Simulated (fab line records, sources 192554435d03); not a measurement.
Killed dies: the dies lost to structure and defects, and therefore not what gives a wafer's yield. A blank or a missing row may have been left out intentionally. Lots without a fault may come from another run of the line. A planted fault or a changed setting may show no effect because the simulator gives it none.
Split-lot trial :: flow n5 finfet :: route with 1938 steps; 7 lots, 21 wafers read

== SPLIT DETAILS ==
At N5_BEOL_M13_SPUTTER_43 (material TaN, target thk 15 nm, time 24.19 s), the setting time s was moved away from the recipe's 24.19 s on 5 of the 21 wafers read, by -13.0% to -7.9%. For the rest of the wafers, this setting stayed at what the recipe calls for.

== FROM THE SPLIT TO THE READING: what the file shows between them, 4 steps ==
- N5_BEOL_M13_SPUTTER_44: material Ta, target thk 10 nm, time 16.13 s
- N5_BEOL_M13_SPUTTER_45: material Cu, target thk 80 nm, time 13.33 s
- N5_BEOL_M13_ECD_47: material Cu, target thk 936 nm
- N5_BEOL_M13_ANNEAL_48: time 90 s

== THE READING ==
barrier field endpoint s, in s, at N5_BEOL_M13_CMP_49 (polishes, stops on SiOC, t overpolish 17.1 s, target thk 420 nm). Fault-free wafers of this fab line usually give 30.3 s, standard deviation 0.68 s.

wafer: L075.3
tool, chamber at the split: pvd sputter-02, -
time s as run, s: 22.29
against the recipe: -7.9%
barrier field endpoint s, s: 29.0
against lot-mates on the recipe: -1.2

wafer: L075.4
tool, chamber at the split: pvd sputter-02, -
time s as run, s: 24.19
against the recipe: recipe
barrier field endpoint s, s: 30.2
against lot-mates on the recipe: -

wafer: L075.6
tool, chamber at the split: pvd sputter-02, -
time s as run, s: 22.29
against the recipe: -7.9%
barrier field endpoint s, s: 28.1
against lot-mates on the recipe: -2.1

wafer: L076.3
tool, chamber at the split: pvd sputter-02, -
time s as run, s: 24.19
against the recipe: recipe
barrier field endpoint s, s: 28.6
against lot-mates on the recipe: -

wafer: L076.5
tool, chamber at the split: pvd sputter-02, -
time s as run, s: 24.19
against the recipe: recipe
barrier field endpoint s, s: 29.4
against lot-mates on the recipe: -

wafer: L076.6
tool, chamber at the split: pvd sputter-02, -
time s as run, s: 24.19
against the recipe: recipe
barrier field endpoint s, s: 29.9
against lot-mates on the recipe: -

wafer: L080.1
tool, chamber at the split: pvd sputter-01, -
time s as run, s: 24.19
against the recipe: recipe
barrier field endpoint s, s: 30.5
against lot-mates on the recipe: -

wafer: L080.2
tool, chamber at the split: pvd sputter-01, -
time s as run, s: 24.19
against the recipe: recipe
barrier field endpoint s, s: 30.3
against lot-mates on the recipe: -

wafer: L080.3
tool, chamber at the split: pvd sputter-01, -
time s as run, s: 24.19
against the recipe: recipe
barrier field endpoint s, s: 30.6
against lot-mates on the recipe: -

wafer: L081.4
tool, chamber at the split: pvd sputter-02, -
time s as run, s: 24.19
against the recipe: recipe
barrier field endpoint s, s: 30.2
against lot-mates on the recipe: -

wafer: L081.1
tool, chamber at the split: pvd sputter-02, -
time s as run, s: 24.19
against the recipe: recipe
barrier field endpoint s, s: 31.0
against lot-mates on the recipe: -

wafer: L081.2
tool, chamber at the split: pvd sputter-02, -
time s as run, s: 24.19
against the recipe: recipe
barrier field endpoint s, s: 30.1
against lot-mates on the recipe: -

wafer: L083.2
tool, chamber at the split: pvd sputter-02, -
time s as run, s: 24.19
against the recipe: recipe
barrier field endpoint s, s: 30.9
against lot-mates on the recipe: -

wafer: L083.5
tool, chamber at the split: pvd sputter-02, -
time s as run, s: 24.19
against the recipe: recipe
barrier field endpoint s, s: 31.2
against lot-mates on the recipe: -

wafer: L083.6
tool, chamber at the split: pvd sputter-02, -
time s as run, s: 24.19
against the recipe: recipe
barrier field endpoint s, s: 30.6
against lot-mates on the recipe: -

wafer: L085.4
tool, chamber at the split: pvd sputter-01, -
time s as run, s: 21.1
against the recipe: -12.8%
barrier field endpoint s, s: 27.5
against lot-mates on the recipe: -1.4

wafer: L085.6
tool, chamber at the split: pvd sputter-01, -
time s as run, s: 24.19
against the recipe: recipe
barrier field endpoint s, s: 28.9
against lot-mates on the recipe: -

wafer: L085.5
tool, chamber at the split: pvd sputter-01, -
time s as run, s: 21.1
against the recipe: -12.8%
barrier field endpoint s, s: 27.1
against lot-mates on the recipe: -1.8

wafer: L092.2
tool, chamber at the split: pvd sputter-03, -
time s as run, s: 24.19
against the recipe: recipe
barrier field endpoint s, s: 30.0
against lot-mates on the recipe: -

wafer: L092.5
tool, chamber at the split: pvd sputter-03, -
time s as run, s: 21.04
against the recipe: -13.0%
barrier field endpoint s, s: 27.4
against lot-mates on the recipe: -3.0

wafer: L092.6
tool, chamber at the split: pvd sputter-03, -
time s as run, s: 24.19
against the recipe: recipe
barrier field endpoint s, s: 30.7
against lot-mates on the recipe: -

FIT RESULTS
A straight line over all 21 wafers: barrier field endpoint s changes by +0.22 s for each +1% of time s; r = +0.86; the points scatter about the line by 0.66 s.
The same after taking each lot's own level away (the mean of its wafers on the recipe; 21 wafers): +0.169 s for each +1%; r = +0.89; scatter 0.44 s.
On that fit, the largest move of time s shifts the reading by 2.2 s.
The lots' own levels span 28.90 to 30.90 s, that is 2.9 times the standard deviation above.
So the slope is not independent of the lot-to-lot level: the two fits are not the same.
Check: -1.93 s against its lot-mates is what the line predicts for one of the wafers moved furthest among these (-13.0%) when that wafer is left out of the fit. Against them it came out at -2.95 s.

== THE OTHER SPLITS THESE WAFERS WENT THROUGH ==
Other splits were also applied to these wafers ahead of the reading. Each is held against what the fit with the lots' levels taken away leaves over:
other split on the same wafers: N5_BEOL_M11_ETCH_62 time s
wafers away from the commonest value: 4
r with barrier field endpoint s (lot level and that fit taken away): -0.09

other split on the same wafers: N5_BEOL_M13_TRENCH_ETCH_34 time s
wafers away from the commonest value: 7
r with barrier field endpoint s (lot level and that fit taken away): +0.50

== THE WHOLE CHAIN: every reading that the file lists as answering this split, in the file's order ==
step: N5_BEOL_M13_SPUTTER_43
what it does: material TaN, target thk 15 nm, time 24.19 s
reading: TaN_of_BEOL_M13_SPUTTER_43.thk nm (the simulator's own value, which no gauge read)
change (the file's fit): +0.153 nm for each +1% of the setting
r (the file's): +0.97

step: N5_BEOL_M13_CMP_49
what it does: polishes, stops on SiOC, t overpolish 17.1 s, target thk 420 nm
reading: barrier field endpoint s
change (the file's fit): +0.184 s for each +1% of the setting
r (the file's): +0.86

== FILE'S OWN FIT ==
barrier field endpoint s changes by +0.184 s for each +1% of time s, r = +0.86.
